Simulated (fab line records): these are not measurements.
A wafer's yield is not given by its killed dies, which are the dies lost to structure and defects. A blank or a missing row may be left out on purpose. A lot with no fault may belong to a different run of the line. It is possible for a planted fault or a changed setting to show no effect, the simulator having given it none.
fab line records ; flow nand_harc
record lots=6; wafers=18; last_day=23
route steps=1159 shown A_SLIT@783 END@1159
lots that met no fault: from a run of the same line without faults
start_h: hours from the record's opening day to when the first of the lot's shown wafers began ; wait_h: hours elapsed since this lot's preceding step ; " as in the row above ; L1.1+2: a single row standing in for several wafers ; - value missing, or start not given ; * or withheld: withheld ; < > ~ a bound
route shown NAME@n: names a module that has steps shown in the file, with the first one's number in the route ; usual: average and standard deviation across the fault-free wafers ; same: alike in all rows ; chamber/n: place in a boat ; sites: per-site readings ; _std_site: the standard deviation of these ; _edge_site: inner sites' mean taken away from outer sites' mean ; radius_mm: for every site, how far away it sits from the centre of the wafer ; mask NAME#n: copy n ; behind: the last tool/chamber to shape the wafer ; hold: why the lot was held/for how many hours/how that ended ; device: which transistor (n, p or np) failed to switch ; end of line: the same wafers' tests at the end of the route ; a step given without rows: its recipe and nothing more ; killed: dies that structure and defects cost at the first sort, which is not the same as the wafer's yield ; map: per-die view of a wafer (x killed, . not killed, _ where there is no die)
set.NAME: setting as actually run; set.NAME@STEP: the setting as run at that earlier step ; model.NAME: the simulator's own value behind a step, which no gauge read
lots seen at some steps along the route; tables by step, rows by wafer
services: the hour from which a tool's chamber was out of use, counted from the record's first day as start_h (under 0 if before that day), plus the number of hours and why
## steps
# step NHARC_A_SLIT_HMDS_02
# recipe time_s=30
# step NHARC_A_SLIT_COAT_03
# recipe spin_rpm=1500; resist_thk_nm=90
# step NHARC_A_SLIT_SOFTBAKE_04
# recipe temp_c=105; time_s=55
# step NHARC_A_SLIT_EBR_05
# step NHARC_A_SLIT_EXPOSE_06
# recipe na=1.35; dose_mj=60.82; mask_id=SLIT
# step NHARC_A_SLIT_PEB_07
# recipe peb_temp_c=100; peb_time_s=65
# step NHARC_A_SLIT_DEVELOP_08
# recipe develop_time_s=35; dev_temp_c=23
# step NHARC_A_SLIT_CD_MEAS_09
# recipe target_cd_nm=300; landing_energy_ev=500
# usual cd_nm=300.1/0.63
lot.wafer;tool;chamber;start_h;wait_h;cd_nm
L105.1;cd_sem-01;0;325.46;-;301.0
L105.4;cd_sem-01;0;325.46;-;300.2
L105.6;cd_sem-01;0;325.46;-;300.1
L120.2;cd_sem-03;0;410.66;-;300.1
L120.4;cd_sem-03;0;410.66;-;299.9
L120.5;cd_sem-03;0;410.66;-;299.5
L121.2;cd_sem-01;0;416.01;-;299.9
L121.3;cd_sem-01;0;416.01;-;300.2
L121.5;cd_sem-01;0;416.01;-;300.7
L119.3;cd_sem-03;0;417.19;-;300.3
L119.4;cd_sem-03;0;417.19;-;300.2
L119.6;cd_sem-03;0;417.19;-;300.1
L122.2;cd_sem-03;0;430.61;-;301.0
L122.5;cd_sem-03;0;430.61;-;301.0
L122.6;cd_sem-03;0;430.61;-;299.5
L124.2;cd_sem-03;0;446.71;-;300.0
L124.3;cd_sem-03;0;446.71;-;300.2
L124.5;cd_sem-03;0;446.71;-;299.8
# step NHARC_A_SLIT_OVL_MEAS_10
# usual overlay_x_nm=0.2/0.7; overlay_y_nm=0.2/0.97
lot.wafer;tool;chamber;start_h;wait_h;overlay_x_nm;overlay_y_nm
L105.1;overlay-02;-;325.54;-;-0.5;-0.4
L105.4;overlay-02;-;325.54;-;-1.2;0.1
L105.6;overlay-02;-;325.54;-;-1.6;-0.3
L120.2;overlay-02;-;410.74;-;0.3;-0.8
L120.4;overlay-02;-;410.74;-;1.3;-0.4
L120.5;overlay-02;-;410.74;-;0.4;-0.3
L121.2;overlay-02;-;416.09;-;0.9;0.1
L121.3;overlay-02;-;416.09;-;1.1;0.7
L121.5;overlay-02;-;416.09;-;1.5;0.2
L119.3;overlay-02;-;417.27;-;0.0;0.2
L119.4;overlay-02;-;417.27;-;0.5;-0.1
L119.6;overlay-02;-;417.27;-;-0.2;0.3
L122.2;overlay-01;-;430.70;-;-0.3;0.2
L122.5;overlay-01;-;430.70;-;-0.5;0.3
L122.6;overlay-01;-;430.70;-;-0.1;-0.3
L124.2;overlay-01;-;446.80;-;1.1;0.0
L124.3;overlay-01;-;446.80;-;1.0;0.0
L124.5;overlay-01;-;446.80;-;1.1;0.5
# step NHARC_A_SLIT_INSPECT_11
# usual raw_defect_count=20/11
lot.wafer;tool;chamber;start_h;wait_h;raw_defect_count
L105.1;defect_inspect-01;-;325.58;0.0;27
L105.4;defect_inspect-01;-;325.58;0.0;27
L105.6;defect_inspect-01;-;325.58;0.0;33
L120.2;defect_inspect-02;-;410.78;0.0;18
L120.4;defect_inspect-02;-;410.78;0.0;13
L120.5;defect_inspect-02;-;410.78;0.0;10
L121.2;defect_inspect-01;-;416.13;0.0;19
L121.3;defect_inspect-01;-;416.13;0.0;13
L121.5;defect_inspect-01;-;416.13;0.0;17
L119.3;defect_inspect-01;-;417.31;0.0;41
L119.4;defect_inspect-01;-;417.31;0.0;36
L119.6;defect_inspect-01;-;417.31;0.0;38
L122.2;defect_inspect-01;-;430.73;0.0;48
L122.5;defect_inspect-01;-;430.73;0.0;36
L122.6;defect_inspect-01;-;430.73;0.0;37
L124.2;defect_inspect-02;-;446.84;0.0;17
L124.3;defect_inspect-02;-;446.84;0.0;16
L124.5;defect_inspect-02;-;446.84;0.0;23
# step NHARC_A_SLIT_DESCUM_14
# recipe time_s=3; o2_flow_sccm=200; ar_flow_sccm=0; bias_power_w=0; chemistry=O2
# usual drypump_motor_current_A=5.9/0.47; oes_product_au=0.997/0.016; rf_vpp_V=57.9/0.87; showerhead_plenum_p_Torr=1.93/0.094; throttle_valve_pct=11.312/0.0087
# same bias_power_w=0
lot.wafer;tool;chamber;start_h;wait_h;drypump_motor_current_A;oes_product_au;rf_hours_counter_h;rf_vpp_V;showerhead_plenum_p_Torr;throttle_valve_pct
L105.4;rie_diel-13;1;325.67;0.1;6.3;0.993;2;58.1;2.05;11.312
L105.1;rie_diel-13;0;325.67;0.1;5.4;0.987;2;58.2;1.96;11.318
L105.6;rie_diel-13;2;325.67;0.1;5.5;0.995;-;57.2;2.05;11.304
L120.4;rie_diel-10;0;410.85;0.1;6.0;0.986;3;57.2;1.81;11.303
L120.2;rie_diel-10;1;410.85;0.1;5.2;1.008;3;57.4;1.97;11.315
L120.5;rie_diel-10;0;410.85;0.1;6.0;0.993;-;57.2;1.81;11.307
L121.2;rie_diel-13;2;416.19;0.1;5.5;1.001;10;58.1;2.04;11.311
L121.3;rie_diel-13;1;416.19;0.1;6.3;0.998;11;57.9;2.05;11.318
L121.5;rie_diel-13;2;416.19;0.1;5.4;1.001;-;58.1;2.04;11.310
L119.4;rie_diel-07;3;417.38;0.1;6.2;0.972;0;58.4;1.92;11.308
L119.3;rie_diel-07;0;417.38;0.1;6.3;1.021;0;57.5;1.79;11.320
L119.6;rie_diel-07;3;417.38;0.1;6.1;0.982;-;58.3;1.92;11.312
L122.2;rie_diel-13;0;430.81;0.1;5.4;0.982;10;58.5;1.96;11.316
L122.6;rie_diel-13;2;430.81;0.1;5.5;1.000;-;58.3;2.04;11.310
L122.5;rie_diel-13;3;430.81;0.1;6.1;0.993;-;56.4;1.80;11.304
L124.2;rie_diel-10;1;446.90;0.1;5.2;1.006;6;59.1;1.97;11.326
L124.3;rie_diel-10;3;446.90;0.1;6.6;1.020;5;57.6;1.87;11.318
L124.5;rie_diel-10;2;446.90;0.1;5.9;1.004;-;58.3;2.04;11.311
# step NHARC_A_SLIT_ETCH_24
# recipe target_depth_a=1210; time_s=60.5; cf4_flow_sccm=100; chf3_flow_sccm=30; ar_flow_sccm=0; rf_w=500; bias_w=200; chemistry=CF4/CHF3
# usual drypump_motor_current_A=5.9/0.47; oes_product_au=0.963/0.02; rf_vpp_V=371.3/2.5; run_length_s=81.9/0.55; showerhead_plenum_p_Torr=1.59/0.073; throttle_valve_pct=16.802/0.0096
lot.wafer;tool;chamber;start_h;wait_h;drypump_motor_current_A;oes_product_au;rf_hours_counter_h;rf_vpp_V;run_length_s;showerhead_plenum_p_Torr;throttle_valve_pct
L105.4;rie_diel-13;3;325.75;0.1;6.1;0.968;2;367.4;82.7;1.49;16.817
L105.1;rie_diel-13;1;325.75;0.1;6.3;0.962;3;374.4;81.7;1.68;16.793
L105.6;rie_diel-13;0;325.75;0.1;5.4;0.960;-;372.5;82.0;1.61;16.791
L120.4;rie_diel-10;2;410.93;0.1;5.9;0.980;3;374.3;82.1;1.67;16.791
L120.2;rie_diel-10;0;410.93;0.1;6.0;0.959;3;368.8;80.8;1.50;16.797
L120.5;rie_diel-10;1;410.93;0.1;5.2;0.982;-;371.9;81.5;1.61;16.800
L121.2;rie_diel-13;1;416.28;0.1;6.3;0.979;11;374.3;81.8;1.68;16.819
L121.3;rie_diel-13;2;416.28;0.1;5.5;0.971;10;374.8;82.0;1.67;16.810
L121.5;rie_diel-13;0;416.28;0.1;5.4;0.960;-;371.3;82.1;1.61;16.797
L119.3;rie_diel-07;2;417.47;0.1;5.3;0.990;0;371.9;82.3;1.62;16.799
L119.4;rie_diel-07;3;417.47;0.1;6.1;0.942;0;370.9;81.6;1.58;16.802
L119.6;rie_diel-07;1;417.47;0.1;6.7;0.952;-;369.4;81.9;1.56;16.793
L122.2;rie_diel-13;2;430.88;0.1;5.4;0.968;10;372.9;82.1;1.67;16.809
L122.6;rie_diel-13;2;430.88;0.1;5.4;0.963;-;374.2;82.0;1.67;16.804
L122.5;rie_diel-13;3;430.88;0.1;6.2;0.951;-;368.1;82.3;1.49;16.810
L124.2;rie_diel-10;3;446.99;0.1;6.6;1.008;5;370.4;81.0;1.54;16.798
L124.3;rie_diel-10;1;446.99;0.1;5.2;0.974;6;371.6;81.1;1.61;16.821
L124.5;rie_diel-10;2;446.99;0.1;5.9;0.967;-;372.2;82.5;1.67;16.805
# step NHARC_A_SLIT_ETCH_15
# recipe target_depth_a=32000; over_etch_frac=0.3; time_s=832; ion_energy_ev=150; o2_flow_sccm=400; cos_flow_sccm=20; ar_flow_sccm=0; rf_w=500; bias_w=300; chemistry=O2/COS
# usual drypump_motor_current_A=5.9/0.48; oes_product_au=0.999/0.016; rf_vpp_V=314.7/2.2; run_length_s=853.5/0.55; showerhead_plenum_p_Torr=3.15/0.14; throttle_valve_pct=28.329/0.009
lot.wafer;tool;chamber;start_h;wait_h;drypump_motor_current_A;oes_product_au;rf_hours_counter_h;rf_vpp_V;run_length_s;showerhead_plenum_p_Torr;throttle_valve_pct
L105.4;rie_diel-13;1;325.84;-;6.3;0.997;3;316.7;853.0;3.33;28.319
L105.1;rie_diel-13;0;325.84;-;5.4;0.993;3;315.1;853.8;3.19;28.326
L105.6;rie_diel-13;1;325.84;-;6.3;0.995;-;316.9;853.1;3.33;28.321
L120.2;rie_diel-10;0;411.01;-;6.0;1.005;3;311.8;852.3;2.97;28.314
L120.4;rie_diel-10;3;411.01;-;6.6;1.033;3;313.2;852.6;3.06;28.331
L120.5;rie_diel-10;0;411.01;-;6.0;1.000;-;311.6;852.6;2.97;28.330
L121.3;rie_diel-13;0;416.42;-;5.4;0.980;10;314.5;593.0;3.19;28.326
L121.2;rie_diel-13;2;416.42;-;5.5;1.005;10;315.1;853.6;3.32;28.343
L121.5;rie_diel-13;3;416.42;-;6.2;0.998;-;312.5;854.2;2.95;28.336
L119.4;rie_diel-07;3;417.54;-;6.2;0.970;0;315.6;853.0;3.13;28.330
L119.3;rie_diel-07;0;417.54;-;6.2;1.021;0;311.3;854.0;2.93;28.343
L119.6;rie_diel-07;0;417.54;-;6.2;1.019;-;312.1;853.9;2.93;28.340
L122.2;rie_diel-13;0;431.15;-;5.4;0.971;10;314.9;593.0;3.19;28.323
L122.6;rie_diel-13;1;431.15;-;6.3;0.991;-;317.8;852.9;3.33;28.332
L122.5;rie_diel-13;2;431.15;-;5.5;1.004;-;316.7;854.0;3.32;28.344
L124.2;rie_diel-10;3;447.19;-;6.7;1.029;5;313.6;852.3;3.06;28.320
L124.3;rie_diel-10;0;447.19;-;6.0;1.002;6;311.5;852.2;2.97;28.326
L124.5;rie_diel-10;2;447.19;-;5.9;1.009;-;317.9;854.3;3.32;28.340
# step NHARC_A_SLIT_ETCH_17
# recipe bias_v=900; source_w=withheld; pressure_mtorr=20; ar_flow_sccm=375; c4f8_flow_sccm=83.3; o2_flow_sccm=41.7; time_s=1687.5; target_depth_a=1.01e+05; chemistry=C4F8/O2/Ar
# usual drypump_motor_current_A=5.5/0.44; run_length_s=1689.2/0.29; showerhead_plenum_p_Torr=3.72/0.092; throttle_valve_pct=32.046/0.0076
lot.wafer;tool;chamber;start_h;wait_h;drypump_motor_current_A;rf_hours_counter_h;run_length_s;showerhead_plenum_p_Torr;throttle_valve_pct
L105.1;har_etch-02;1;328.57;-;5.6;180;1688.8;3.84;32.041
L105.4;har_etch-02;0;328.57;-;6.1;-;1688.9;3.61;32.044
L105.6;har_etch-02;1;328.57;-;5.6;-;1689.3;3.84;32.043
L120.2;har_etch-01;0;411.86;-;4.9;39;1689.3;3.78;32.045
L120.4;har_etch-01;1;411.86;-;5.3;-;1689.3;3.69;32.035
L120.5;har_etch-01;1;411.86;-;5.3;-;1689.2;3.69;32.056
L121.2;har_etch-02;0;417.20;-;6.1;221;1689.4;3.58;32.047
L121.3;har_etch-02;1;417.20;-;5.6;-;1688.8;3.81;32.042
L121.5;har_etch-02;0;417.20;-;6.1;-;1689.3;3.58;32.049
L119.4;har_etch-01;1;419.10;-;5.3;-;1689.7;3.69;32.059
L119.3;har_etch-01;0;419.10;-;4.9;-;1689.4;3.78;32.041
L119.6;har_etch-01;0;419.10;-;4.9;-;1689.4;3.78;32.037
L122.2;har_etch-02;1;431.81;-;5.7;227;1689.1;3.81;32.043
L122.5;har_etch-02;0;431.81;-;6.1;-;1689.1;3.58;32.039
L122.6;har_etch-02;1;431.81;-;5.7;-;1689.3;3.81;32.043
L124.2;har_etch-01;0;448.69;-;5.0;49;1689.2;3.77;32.035
L124.3;har_etch-01;1;448.69;-;5.3;-;1689.5;3.68;32.046
L124.5;har_etch-01;0;448.69;-;5.0;-;1689.0;3.77;32.043
# step NHARC_END_SORT_01
# recipe temp_c=25
# usual killed_at_array=25/10; killed_at_other=0.6/0.91; killed_at_periphery=3.6/2.9; killed_dies=29/10; killed_open=3.3/2; killed_short=1.9/1.5
# same gross_dies=677
lot.wafer;tool;chamber;start_h;wait_h;hold;killed_at_array;killed_at_other;killed_at_periphery;killed_dies;killed_open;killed_short
L105.1;prober-01;0;467.53;2.5;-;34;0;4;38;2;3
L105.4;prober-01;0;469.95;3.4;-;37;1;1;39;4;4
L105.6;prober-01;0;471.57;4.0;-;41;1;8;50;4;0
L120.2;prober-01;0;533.15;2.8;-;21;0;18;39;3;1
L120.4;prober-01;0;534.75;3.4;-;15;0;10;25;3;2
L120.5;prober-01;0;535.54;3.7;-;12;1;7;20;4;2
L119.3;prober-02;0;541.97;3.1;-;33;4;1;38;3;2
L119.4;prober-02;0;542.76;3.4;-;29;0;2;31;3;5
L119.6;prober-02;0;544.35;4.0;-;26;2;3;31;3;1
L121.2;prober-01;0;549.12;2.8;await_dispo/2.8h/release;37;1;2;40;3;4
L121.3;prober-01;0;549.93;3.1;await_dispo/2.8h/release;673;1;3;677;4;1
L121.5;prober-01;0;551.54;3.7;await_dispo/2.8h/release;31;3;3;37;7;3
L122.2;prober-02;0;549.19;2.8;await_dispo/1.6h/release;672;0;5;677;3;4
L122.5;prober-02;0;551.63;3.8;await_dispo/1.6h/release;32;0;2;34;1;4
L122.6;prober-02;0;552.44;4.1;await_dispo/1.6h/release;48;0;2;50;5;0
L124.2;prober-01;0;560.12;2.8;-;20;0;4;24;4;1
L124.3;prober-01;0;560.93;3.1;-;30;0;0;30;2;0
L124.5;prober-01;0;562.54;3.7;-;22;0;0;22;1;3
# killed by level:class
L105.1 A_CHANNEL_HOLE_D1:chamber_film_flake=13 A_SLIT:chamber_film_flake=8 A_CONTACT:chamber_film_flake=4 A_STAIRCASE:chamber_film_flake=2 P_CONTACT:geometric_particle:open=1 A_CHANNEL_FILL_D1:geometric_particle:short=1 A_SGD_CUT:geometric_particle:short=1 A_M0:geometric_particle:open=1
L105.4 A_CHANNEL_HOLE_D1:chamber_film_flake=18 A_CONTACT:chamber_film_flake=6 A_SLIT:chamber_film_flake=6 P_M0:geometric_particle:short=1 A_ONON_D1:geometric_particle:open=1 A_CHANNEL_FILL_D1:geometric_particle:short=1 A_SGD_CUT:geometric_particle:short=1 A_CONTACT:geometric_particle:open=1
L105.6 A_CHANNEL_HOLE_D1:chamber_film_flake=21 A_SLIT:chamber_film_flake=9 A_CONTACT:chamber_film_flake=5 P_GATE:geometric_particle:open=2 P_GATE:chamber_film_flake=2 A_STAIRCASE:chamber_film_flake=2 A_SGD_CUT:chamber_film_flake=2 P_CONTACT:geometric_particle:open=1
L120.2 P_ZERO_WELL:chamber_film_flake=14 A_CHANNEL_HOLE_D1:chamber_film_flake=5 A_STAIRCASE:chamber_film_flake=5 A_CONTACT:chamber_film_flake=5 P_M2:chamber_film_flake=3 A_ZERO_WELL:chamber_film_flake=2 P_CONTACT:geometric_particle:open=1 A_SOURCE_PLATE:geometric_particle:open=1
L120.4 P_ZERO_WELL:chamber_film_flake=7 A_CHANNEL_HOLE_D1:chamber_film_flake=6 P_GATE:chamber_film_flake=3 A_CONTACT:geometric_particle:open=2 A_STAIRCASE:chamber_film_flake=2 A_CONTACT:chamber_film_flake=2 A_WL_FILL:geometric_particle:short=1 A_CONTACT:geometric_particle:short=1
L120.5 P_ZERO_WELL:chamber_film_flake=6 A_CONTACT:chamber_film_flake=4 A_CHANNEL_HOLE_D1:chamber_film_flake=2 A_ONON_D1:geometric_particle:open=1 A_CHANNEL_FILL_D1:geometric_particle:open=1 A_WL_FILL:geometric_particle:short=1 A_WL_FILL:geometric_particle:open=1 A_CONTACT:geometric_particle:short=1
L119.3 A_CHANNEL_HOLE_D1:chamber_film_flake=17 A_STAIRCASE:chamber_film_flake=6 A_SLIT:chamber_film_flake=3 THIN_TSV:chamber_film_flake=3 A_CONTACT:chamber_film_flake=2 P_CONTACT:geometric_particle:short=1 A_SGD_CUT:geometric_particle:open=1 A_WL_FILL:geometric_particle:short=1
L119.4 A_CHANNEL_HOLE_D1:chamber_film_flake=8 A_STAIRCASE:chamber_film_flake=4 A_SLIT:chamber_film_flake=3 A_BLC:chamber_film_flake=3 A_CHANNEL_FILL_D1:geometric_particle:short=2 A_WL_FILL:chamber_film_flake=2 A_CONTACT:chamber_film_flake=2 P_CONTACT:geometric_particle:short=1
L119.6 A_CHANNEL_HOLE_D1:chamber_film_flake=16 A_CONTACT:chamber_film_flake=3 A_STAIRCASE:chamber_film_flake=3 A_BLC:chamber_film_flake=2 P_CONTACT:geometric_particle:open=1 A_ONON_D1:geometric_particle:short=1 A_WL_FILL:geometric_particle:open=1 P_STI:chamber_film_flake=1
L121.2 A_SLIT:chamber_film_flake=17 A_STAIRCASE:chamber_film_flake=6 A_CONTACT:chamber_film_flake=4 A_CHANNEL_HOLE_D1:chamber_film_flake=3 A_CHANNEL_FILL_D1:geometric_particle:open=2 P_CONTACT:geometric_particle:open=1 A_SOURCE_PLATE:geometric_particle:short=1 A_CHANNEL_HOLE_D1:geometric_particle:short=1
L122.2 A_SLIT:area_etch=632 A_SLIT:chamber_film_flake=17 A_CHANNEL_HOLE_D1:chamber_film_flake=10 A_STAIRCASE:chamber_film_flake=7 P_CONTACT:geometric_particle:open=2 A_CHANNEL_FILL_D1:geometric_particle:short=2 P_ZERO_WELL:chamber_film_flake=2 A_CONTACT:chamber_film_flake=2
L121.3 A_SLIT:area_etch=645 A_SLIT:chamber_film_flake=13 A_CONTACT:chamber_film_flake=6 P_ZERO_WELL:chamber_film_flake=2 A_CHANNEL_HOLE_D1:chamber_film_flake=2 P_GATE:geometric_particle:open=1 A_CHANNEL_HOLE_D1:geometric_particle:open=1 A_CHANNEL_FILL_D1:geometric_particle:short=1
L121.5 A_SLIT:chamber_film_flake=14 A_STAIRCASE:chamber_film_flake=4 A_CHANNEL_HOLE_D1:geometric_particle:open=3 P_CONTACT:geometric_particle:open=2 A_CHANNEL_FILL_D1:geometric_particle:short=2 A_CHANNEL_HOLE_D1:chamber_film_flake=2 A_BLC:chamber_film_flake=2 THIN_TSV:chamber_film_flake=2
L122.5 A_SLIT:chamber_film_flake=13 A_STAIRCASE:chamber_film_flake=6 A_CHANNEL_HOLE_D1:chamber_film_flake=6 A_CONTACT:chamber_film_flake=2 P_CONTACT:geometric_particle:open=1 A_ONON_D1:geometric_particle:short=1 A_CHANNEL_FILL_D1:geometric_particle:short=1 A_SGD_CUT:geometric_particle:short=1
L122.6 A_CHANNEL_HOLE_D1:chamber_film_flake=22 A_SLIT:chamber_film_flake=13 A_STAIRCASE:chamber_film_flake=9 P_CONTACT:geometric_particle:open=1 P_M0:geometric_particle:open=1 A_CONTACT:geometric_particle:open=1 A_BLC:geometric_particle:open=1 A_M1:geometric_particle:open=1
L124.2 A_CHANNEL_HOLE_D1:chamber_film_flake=4 A_CONTACT:chamber_film_flake=4 P_GATE:chamber_film_flake=3 A_WL_FILL:chamber_film_flake=3 A_BLC:chamber_film_flake=3 A_ONON_D1:geometric_particle:open=1 A_CHANNEL_HOLE_D1:geometric_particle:open=1 A_CHANNEL_FILL_D1:geometric_particle:open=1
L124.3 A_CONTACT:chamber_film_flake=8 A_CHANNEL_HOLE_D1:chamber_film_flake=7 A_STAIRCASE:chamber_film_flake=4 A_BLC:chamber_film_flake=4 A_SGD_CUT:chamber_film_flake=2 A_WL_FILL:chamber_film_flake=2 A_BLC:geometric_particle:open=1 A_M0:geometric_particle:open=1
L124.5 A_CHANNEL_HOLE_D1:chamber_film_flake=9 A_BLC:chamber_film_flake=5 A_CONTACT:chamber_film_flake=3 A_SLIT:geometric_particle:short=1 A_WL_FILL:geometric_particle:short=1 A_CONTACT:geometric_particle:open=1 A_CONTACT:geometric_particle:short=1 A_SGD_CUT:chamber_film_flake=1
# map L121.3 (x killed, . not)
____________x____________
_________xxxxxxx_________
_______xxxxxxxxxxx_______
______xxxxxxxxxxxxx______
_____xxxxxxxxxxxxxxx_____
____xxxxxxxxxxxxxxxxx____
____xxxxxxxxxxxxxxxxx____
___xxxxxxxxxxxxxxxxxxx___
___xxxxxxxxxxxxxxxxxxx___
__xxxxxxxxxxxxxxxxxxxxx__
__xxxxxxxxxxxxxxxxxxxxx__
_xxxxxxxxxxxxxxxxxxxxxxx_
_xxxxxxxxxxxxxxxxxxxxxxx_
_xxxxxxxxxxxxxxxxxxxxxxx_
_xxxxxxxxxxxxxxxxxxxxxxx_
_xxxxxxxxxxxxxxxxxxxxxxx_
xxxxxxxxxxxxxxxxxxxxxxxxx
xxxxxxxxxxxxxxxxxxxxxxxxx
xxxxxxxxxxxxxxxxxxxxxxxxx
xxxxxxxxxxxxxxxxxxxxxxxxx
xxxxxxxxxxxxxxxxxxxxxxxxx
_xxxxxxxxxxxxxxxxxxxxxxx_
_xxxxxxxxxxxxxxxxxxxxxxx_
_xxxxxxxxxxxxxxxxxxxxxxx_
_xxxxxxxxxxxxxxxxxxxxxxx_
_xxxxxxxxxxxxxxxxxxxxxxx_
__xxxxxxxxxxxxxxxxxxxxx__
__xxxxxxxxxxxxxxxxxxxxx__
___xxxxxxxxxxxxxxxxxxx___
___xxxxxxxxxxxxxxxxxxx___
____xxxxxxxxxxxxxxxxx____
____xxxxxxxxxxxxxxxxx____
_____xxxxxxxxxxxxxxx_____
______xxxxxxxxxxxxx______
_______xxxxxxxxxxx_______
_________xxxxxxx_________
____________x____________
# map L122.2 (x killed, . not)
____________x____________
_________xxxxxxx_________
_______xxxxxxxxxxx_______
______xxxxxxxxxxxxx______
_____xxxxxxxxxxxxxxx_____
____xxxxxxxxxxxxxxxxx____
____xxxxxxxxxxxxxxxxx____
___xxxxxxxxxxxxxxxxxxx___
___xxxxxxxxxxxxxxxxxxx___
__xxxxxxxxxxxxxxxxxxxxx__
__xxxxxxxxxxxxxxxxxxxxx__
_xxxxxxxxxxxxxxxxxxxxxxx_
_xxxxxxxxxxxxxxxxxxxxxxx_
_xxxxxxxxxxxxxxxxxxxxxxx_
_xxxxxxxxxxxxxxxxxxxxxxx_
_xxxxxxxxxxxxxxxxxxxxxxx_
xxxxxxxxxxxxxxxxxxxxxxxxx
xxxxxxxxxxxxxxxxxxxxxxxxx
xxxxxxxxxxxxxxxxxxxxxxxxx
xxxxxxxxxxxxxxxxxxxxxxxxx
xxxxxxxxxxxxxxxxxxxxxxxxx
_xxxxxxxxxxxxxxxxxxxxxxx_
_xxxxxxxxxxxxxxxxxxxxxxx_
_xxxxxxxxxxxxxxxxxxxxxxx_
_xxxxxxxxxxxxxxxxxxxxxxx_
_xxxxxxxxxxxxxxxxxxxxxxx_
__xxxxxxxxxxxxxxxxxxxxx__
__xxxxxxxxxxxxxxxxxxxxx__
___xxxxxxxxxxxxxxxxxxx___
___xxxxxxxxxxxxxxxxxxx___
____xxxxxxxxxxxxxxxxx____
____xxxxxxxxxxxxxxxxx____
_____xxxxxxxxxxxxxxx_____
______xxxxxxxxxxxxx______
_______xxxxxxxxxxx_______
_________xxxxxxx_________
____________x____________
## services
tool;chamber;start_h;hours;kind
har_etch-01;-;308.55;17.0;pm
rie_diel-13;0;309.50;-;clean
rie_diel-13;1;309.50;-;clean
rie_diel-13;2;309.50;-;clean
rie_diel-13;3;309.50;-;clean
rie_diel-13;0;334.00;-;clean
rie_diel-13;1;334.00;-;clean
rie_diel-13;2;334.00;-;clean
rie_diel-13;3;334.00;-;clean
rie_diel-13;-;338.46;0.8;repair
rie_diel-10;-;353.50;9.0;pm
rie_diel-13;0;358.50;-;clean
rie_diel-13;1;358.50;-;clean
rie_diel-13;2;358.50;-;clean
rie_diel-13;3;358.50;-;clean
rie_diel-13;0;383.00;-;clean
rie_diel-13;1;383.00;-;clean
rie_diel-13;2;383.00;-;clean
rie_diel-10;-;385.86;0.3;repair
rie_diel-07;-;388.62;3.5;repair
har_etch-01;-;391.54;0.5;repair
rie_diel-13;0;395.96;3.3;repair
rie_diel-07;-;405.20;9.0;pm
rie_diel-10;2;440.87;4.6;repair
## key
first_sign step=NHARC_A_SLIT_ETCH_15; reading=run_length_s; direction=down; sigmas=99+; usual=*; struck=*
effect step=NHARC_END_SORT_01; reading=killed_dies; direction=up; sigmas=63; usual=29; struck=677
more_kills_born_at NHARC_A_SLIT_ETCH_15@rie_diel-13=1277
met_at NHARC_A_SLIT_ETCH_15
struck_wafers L121.3,L122.2
later_rows_left_out L121.3,L122.2
tester_left_out L121,L122
onset_between 325.84 416.42
fault kind=process_parameter_drift; tool=rie_diel-13; chamber=0; onset_h=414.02; steps=NHARC_A_SLIT_ETCH_15; channel=time_s; offset=*; shape=step; end_h=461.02; acts_in=*; stated=*
# tester_left_out: of these lots the tester's yield and bins aren't shown, on N5 and GAA mostly nor the transistor test; their killed dies are dies lost to structure and defects alone, not to doping, threshold or leakage, so they don't give the yield
# later_rows_left_out: the simulator's readings of these wafers behind a module that went badly wrong aren't trusted and aren't shown, but for the sort
